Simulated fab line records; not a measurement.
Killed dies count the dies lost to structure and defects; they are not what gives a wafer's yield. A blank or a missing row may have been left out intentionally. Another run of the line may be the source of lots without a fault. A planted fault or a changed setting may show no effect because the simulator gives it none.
The tool behind it: which one? / flow nand-harc / 12 lots with 36 wafers sampled at 5 steps, on a route of 1302 steps

== WHAT THE GAUGES READ, wafer by wafer ==
NHARC_END_SORT_01.
lot=L326; measured=day 28 17:42; on=prober-01; defect-limited-yield (%)=0 0 0; killed-at-array=676 671 672; killed-at-other=0 2 3; killed-at-periphery=1 4 2; killed-dies=677 677 677; killed-open=5 3 1; killed-short=4 5 4; sort_bin_2_pct (%)=92.5 91.6 93.1; sort_bin_3_pct (%)=0.6 1.6 1.0; sort_bin_4_pct (%)=6.9 6.8 5.9; sort-n-pass=0 0 0; sort-rim-yield-pct (%)=0 0 0; sort-yield-pct (%)=0 0 0
lot=L329; measured=day 29 10:06; on=prober-02; defect-limited-yield (%)=0 0 0; killed-at-array=671 675 673; killed-at-other=1 0 1; killed-at-periphery=5 2 3; killed-dies=677 677 677; killed-open=3 9 5; killed-short=2 0 0; sort_bin_2_pct (%)=95.9 96.9 96.3; sort_bin_3_pct (%)=0.4 0.3 0.3; sort_bin_4_pct (%)=3.7 2.8 3.4; sort-n-pass=0 0 0; sort-rim-yield-pct (%)=0 0 0; sort-yield-pct (%)=0 0 0

== WHAT TOOL EACH LOT RAN ON (gives the tool, then ch and the chambers of the sampled wafers, and finally the start) ==
lot=L318; NHARC_A_M0_DEP_32=pecvd-04 ch 0,1, day 23 12:44; NHARC_A_M1_ETCH_15=rie-diel-02 ch 0,1, day 23 14:17; NHARC_A_M1_PRE_CLEAN_30=pvd-sputter-01, day 23 16:04 or earlier; NHARC_A_M1_ANNEAL_31=rtp-anneal-02 ch 0, day 23 16:04
lot=L320; NHARC_A_M0_DEP_32=pecvd-01 ch 0,1, day 24 13:04; NHARC_A_M1_ETCH_15=rie-diel-02 ch 0,1,3, day 24 14:34; NHARC_A_M1_PRE_CLEAN_30=pvd-sputter-03, day 24 16:14 or earlier; NHARC_A_M1_ANNEAL_31=rtp-anneal-02 ch 0, day 24 16:14
lot=L321; NHARC_A_M0_DEP_32=pecvd-04 ch 1,2, day 24 14:44; NHARC_A_M1_ETCH_15=rie-diel-13 ch 0,2, day 24 16:28; NHARC_A_M1_PRE_CLEAN_30=pvd-sputter-02, day 24 18:10 or earlier; NHARC_A_M1_ANNEAL_31=rtp-anneal-02 ch 0, day 24 18:10
lot=L322; NHARC_A_M0_DEP_32=pecvd-04 ch 1,2, day 25 12:26; NHARC_A_M1_ETCH_15=rie-diel-02 ch 0,3, day 25 14:04; NHARC_A_M1_PRE_CLEAN_30=pvd-sputter-03, day 25 15:39 or earlier; NHARC_A_M1_ANNEAL_31=rtp-anneal-02 ch 0, day 25 15:39
lot=L323; NHARC_A_M0_DEP_32=pecvd-04 ch 0,2, day 25 18:50; NHARC_A_M1_ETCH_15=rie-diel-13 ch 1,3, day 25 20:25; NHARC_A_M1_PRE_CLEAN_30=pvd-sputter-02, day 25 21:59 or earlier; NHARC_A_M1_ANNEAL_31=rtp-anneal-02 ch 0, day 25 21:59
lot=L324; NHARC_A_M0_DEP_32=pecvd-01 ch 0,1,2, day 25 20:13; NHARC_A_M1_ETCH_15=rie-diel-13 ch 1,2,3, day 25 21:40; NHARC_A_M1_PRE_CLEAN_30=pvd-sputter-01, day 25 23:16 or earlier; NHARC_A_M1_ANNEAL_31=rtp-anneal-01 ch 0, day 25 23:16
lot=L327; NHARC_A_M0_DEP_32=pecvd-01 ch 0,1, day 26 23:00; NHARC_A_M1_ETCH_15=rie-diel-02 ch 0,1,3, day 27 00:35; NHARC_A_M1_PRE_CLEAN_30=pvd-sputter-02, day 27 02:16 or earlier; NHARC_A_M1_ANNEAL_31=rtp-anneal-01 ch 0, day 27 02:16
lot=L326; NHARC_A_M0_DEP_32=pecvd-04 ch 1,2, day 27 04:23; NHARC_A_M1_ETCH_15=rie-diel-02 ch 0,1, day 27 05:57; NHARC_A_M1_PRE_CLEAN_30=pvd-sputter-02, day 27 07:40 or earlier; NHARC_A_M1_ANNEAL_31=rtp-anneal-02 ch 0, day 27 07:40
lot=L329; NHARC_A_M0_DEP_32=pecvd-02 ch 0,1, day 27 20:17; NHARC_A_M1_ETCH_15=rie-diel-02 ch 0,1,2, day 27 21:42; NHARC_A_M1_PRE_CLEAN_30=pvd-sputter-01, day 27 23:32 or earlier; NHARC_A_M1_ANNEAL_31=rtp-anneal-02 ch 0, day 27 23:32
lot=L338; NHARC_A_M0_DEP_32=pecvd-01 ch 1,2, day 31 21:46; NHARC_A_M1_ETCH_15=rie-diel-13 ch 1,2, day 31 23:12; NHARC_A_M1_PRE_CLEAN_30=pvd-sputter-02, day 32 00:58 or earlier; NHARC_A_M1_ANNEAL_31=rtp-anneal-01 ch 0, day 32 00:58
lot=L337; NHARC_A_M0_DEP_32=pecvd-04 ch 0,1,2, day 31 23:15; NHARC_A_M1_ETCH_15=rie-diel-13 ch 1,2,3, day 32 01:01; NHARC_A_M1_PRE_CLEAN_30=pvd-sputter-02, day 32 02:39 or earlier; NHARC_A_M1_ANNEAL_31=rtp-anneal-01 ch 0, day 32 02:39
lot=L339; NHARC_A_M0_DEP_32=pecvd-02 ch 0,1,2, day 32 19:19; NHARC_A_M1_ETCH_15=rie-diel-06 ch 0,2, day 32 20:53; NHARC_A_M1_PRE_CLEAN_30=pvd-sputter-02, day 32 22:40 or earlier; NHARC_A_M1_ANNEAL_31=rtp-anneal-02 ch 0, day 32 22:40
- NHARC_A_M0_DEP_32: deposits SiCN, target thk 30 nm.
- NHARC_A_M1_ETCH_15: etches the open film in C4F8/Ar, target depth 182.5 nm, time 91.2 s.
- NHARC_A_M1_PRE_CLEAN_30: time 30 s.
- NHARC_A_M1_ANNEAL_31: time 90 s.

== WHAT THE TOOLS THEMSELVES READ (means of the sampled wafers that have a number; where no wafer has one, the mark that the record gives instead) ==
NHARC_A_M0_DEP_32.
lot=L318; tool=pecvd-04; heater-power-w (W)=618; susceptor-temp-C (C)=370.03
lot=L320; tool=pecvd-01; heater-power-w (W)=547; susceptor-temp-C (C)=369.95
lot=L321; tool=pecvd-04; heater-power-w (W)=622; susceptor-temp-C (C)=370.17
lot=L322; tool=pecvd-04; heater-power-w (W)=644; susceptor-temp-C (C)=370.10
lot=L323; tool=pecvd-04; heater-power-w (W)=618; susceptor-temp-C (C)=369.94
lot=L324; tool=pecvd-01; heater-power-w (W)=520; susceptor-temp-C (C)=369.95
lot=L327; tool=pecvd-01; heater-power-w (W)=556; susceptor-temp-C (C)=370.11
lot=L326; tool=pecvd-04; heater-power-w (W)=617; susceptor-temp-C (C)=369.94
lot=L329; tool=pecvd-02; heater-power-w (W)=602; susceptor-temp-C (C)=369.98
lot=L338; tool=pecvd-01; heater-power-w (W)=530; susceptor-temp-C (C)=369.97
lot=L337; tool=pecvd-04; heater-power-w (W)=569; susceptor-temp-C (C)=370.09
lot=L339; tool=pecvd-02; heater-power-w (W)=533; susceptor-temp-C (C)=370.13

NHARC_A_M1_ETCH_15.
lot=L318; tool=rie-diel-02; bias-w (W)=300.5; chamber-pressure-mTorr (mTorr)=25.001; oes-product-au (a.u.)=0.924; rf-vpp-V (V)=441.6
lot=L320; tool=rie-diel-02; bias-w (W)=299.5; chamber-pressure-mTorr (mTorr)=25.022; oes-product-au (a.u.)=0.963; rf-vpp-V (V)=442.9
lot=L321; tool=rie-diel-13; bias-w (W)=300.2; chamber-pressure-mTorr (mTorr)=25.013; oes-product-au (a.u.)=0.963; rf-vpp-V (V)=441.8
lot=L322; tool=rie-diel-02; bias-w (W)=299.9; chamber-pressure-mTorr (mTorr)=24.989; oes-product-au (a.u.)=0.967; rf-vpp-V (V)=441.6
lot=L323; tool=rie-diel-13; bias-w (W)=299.4; chamber-pressure-mTorr (mTorr)=24.984; oes-product-au (a.u.)=0.921; rf-vpp-V (V)=444.8
lot=L324; tool=rie-diel-13; bias-w (W)=300.7; chamber-pressure-mTorr (mTorr)=25.015; oes-product-au (a.u.)=0.963; rf-vpp-V (V)=443.4
lot=L327; tool=rie-diel-02; bias-w (W)=299.1; chamber-pressure-mTorr (mTorr)=24.971; oes-product-au (a.u.)=0.959; rf-vpp-V (V)=443.3
lot=L326; tool=rie-diel-02; bias-w (W)=-; chamber-pressure-mTorr (mTorr)=-; oes-product-au (a.u.)=-; rf-vpp-V (V)=-
lot=L329; tool=rie-diel-02; bias-w (W)=-; chamber-pressure-mTorr (mTorr)=-; oes-product-au (a.u.)=-; rf-vpp-V (V)=-
lot=L338; tool=rie-diel-13; bias-w (W)=300.8; chamber-pressure-mTorr (mTorr)=24.999; oes-product-au (a.u.)=0.967; rf-vpp-V (V)=443.1
lot=L337; tool=rie-diel-13; bias-w (W)=300.0; chamber-pressure-mTorr (mTorr)=24.993; oes-product-au (a.u.)=0.968; rf-vpp-V (V)=441.4
lot=L339; tool=rie-diel-06; bias-w (W)=300.2; chamber-pressure-mTorr (mTorr)=25.001; oes-product-au (a.u.)=0.972; rf-vpp-V (V)=437.2

NHARC_A_M1_PRE_CLEAN_30.
lot=L318; tool=pvd-sputter-01; heater-power-w (W)=417; susceptor-temp-C (C)=280.12
lot=L320; tool=pvd-sputter-03; heater-power-w (W)=424; susceptor-temp-C (C)=280.24
lot=L321; tool=pvd-sputter-02; heater-power-w (W)=415; susceptor-temp-C (C)=279.95
lot=L322; tool=pvd-sputter-03; heater-power-w (W)=429; susceptor-temp-C (C)=280.04
lot=L323; tool=pvd-sputter-02; heater-power-w (W)=403; susceptor-temp-C (C)=279.92
lot=L324; tool=pvd-sputter-01; heater-power-w (W)=420; susceptor-temp-C (C)=280.15
lot=L327; tool=pvd-sputter-02; heater-power-w (W)=400; susceptor-temp-C (C)=279.95
lot=L326; tool=pvd-sputter-02; heater-power-w (W)=406; susceptor-temp-C (C)=-
lot=L329; tool=pvd-sputter-01; heater-power-w (W)=436; susceptor-temp-C (C)=280.05
lot=L338; tool=pvd-sputter-02; heater-power-w (W)=396; susceptor-temp-C (C)=280.06
lot=L337; tool=pvd-sputter-02; heater-power-w (W)=398; susceptor-temp-C (C)=279.99
lot=L339; tool=pvd-sputter-02; heater-power-w (W)=395; susceptor-temp-C (C)=-

NHARC_A_M1_ANNEAL_31.
lot=L318 tool=rtp-anneal-02 wafer_temp_C_max=226.0
lot=L320 tool=rtp-anneal-02 wafer_temp_C_max=226.1
lot=L321 tool=rtp-anneal-02 wafer_temp_C_max=226.0
lot=L322 tool=rtp-anneal-02 wafer_temp_C_max=226.0
lot=L323 tool=rtp-anneal-02 wafer_temp_C_max=226.0
lot=L324 tool=rtp-anneal-01 wafer_temp_C_max=225.9
lot=L327 tool=rtp-anneal-01 wafer_temp_C_max=225.5
lot=L326 tool=rtp-anneal-02 wafer_temp_C_max=225.9
lot=L329 tool=rtp-anneal-02 wafer_temp_C_max=226.0
lot=L338 tool=rtp-anneal-01 wafer_temp_C_max=225.8
lot=L337 tool=rtp-anneal-01 wafer_temp_C_max=225.8
lot=L339 tool=rtp-anneal-02 wafer_temp_C_max=226.0

== THE ANSWER, worked out from the rows above alone ==
Rule: the lots themselves supply what counts as usual. Put in order of their means at a reading, lots are off if they are a third of the lots or fewer, leave a main group of 4 or more, and stand apart from it by a gap of 3 or more times the standard deviation of the main group's means; of several such gaps the widest counts. Not used: any main group whose means are identical at the precision the tables above print for the reading. A lot without any number at a reading at which 4 lots or more have one is off too. All remaining lots with rows at the step are treated as sound. First the gauges in route order, then the tools' own readings, where a lot's mean is used as printed above. The first step at which some lot is off is used, and at that step the reading that is off furthest; a lot without a number counts as furthest.
Off: L326, L329 (NHARC_A_M1_ETCH_15, bias-w). Without a number there: L326, L329. The main group has a mean of 300.0 W with a standard deviation of 0.54.
A tool fits if, at that step or a process step before it, it ran every lot that is off, and no sound lot after the first of them. One candidate fits, namely rie-diel-02 at NHARC_A_M1_ETCH_15. Its last sound lot is L327 (day 27 00:35), its first lot that is off L326 (day 27 05:57): a fault that began between those two fits.
Blank at NHARC_A_M1_ETCH_15 on the lots that are off, where sound lots have numbers: bias-w, chamber-pressure-mTorr, oes-product-au, rf-vpp-V.

== WHAT THE SIMULATOR HAD PUT IN ==
Skipped step whole: rie-diel-02, from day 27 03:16 on, at NHARC_A_M1_ETCH_15. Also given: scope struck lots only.
Struck lots among those shown: L326, L329. The rule above found the same.
